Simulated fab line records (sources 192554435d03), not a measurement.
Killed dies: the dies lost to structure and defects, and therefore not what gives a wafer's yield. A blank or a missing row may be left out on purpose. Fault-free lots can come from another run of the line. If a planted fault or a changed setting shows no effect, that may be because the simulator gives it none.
Matching of chambers || flow n5Finfet || 4 sister chambers for N5_BEOL_M9_STRIP_36 on rieDiel-03
The step strips in N2/H2. 4 wafers are shown with their chamber, then 8 later ones without.

== EACH WAFER AND ITS CHAMBER ==
{"wafer": "L095.1", "chamber": 0, "showerheadPlenumPTorr (Torr)": 2.52}
{"wafer": "L095.2", "chamber": 1, "showerheadPlenumPTorr (Torr)": 2.39}
{"wafer": "L095.3", "chamber": 2, "showerheadPlenumPTorr (Torr)": 2.55}
{"wafer": "L093.1", "chamber": 3, "showerheadPlenumPTorr (Torr)": 2.69}

== WAFERS WITH NO CHAMBER GIVEN ==
{"wafer": "L093.4", "showerheadPlenumPTorr (Torr)": 2.55}
{"wafer": "L093.6", "showerheadPlenumPTorr (Torr)": 2.52}
{"wafer": "L096.1", "showerheadPlenumPTorr (Torr)": 2.69}
{"wafer": "L096.3", "showerheadPlenumPTorr (Torr)": 2.38}
{"wafer": "L096.4", "showerheadPlenumPTorr (Torr)": 2.52}
{"wafer": "L091.3", "showerheadPlenumPTorr (Torr)": 2.55}
{"wafer": "L091.4", "showerheadPlenumPTorr (Torr)": 2.55}
{"wafer": "L091.6", "showerheadPlenumPTorr (Torr)": 2.68}

== WHICH CHAMBER EACH ONE RAN IN ==
{"wafer": "L093.4", "from the rows above": 2, "in truth": 2}
{"wafer": "L093.6", "from the rows above": 0, "in truth": 0}
{"wafer": "L096.1", "from the rows above": 3, "in truth": 3}
{"wafer": "L096.3", "from the rows above": 1, "in truth": 1}
{"wafer": "L096.4", "from the rows above": 0, "in truth": 0}
{"wafer": "L091.3", "from the rows above": 2, "in truth": 2}
{"wafer": "L091.4", "from the rows above": 2, "in truth": 2}
{"wafer": "L091.6", "from the rows above": 3, "in truth": 3}
Placed correctly: 8 of 8. From these rows, 0 cannot be placed. Wrongly placed: 0.
How it was worked out, from the rows above alone: a wafer's distance from a chamber is the root of the sum, over the readings, of the square of ((its reading less the chamber's mean) divided by the reading's scatter). The wafer belongs to the nearest chamber; if the next one is less than 2 further off, it can't be placed. Each chamber's mean is taken over the wafers shown for it. The scatter: root of mean squared gap, hidden wafer to nearest shown wafer, with one shown wafer a chamber.
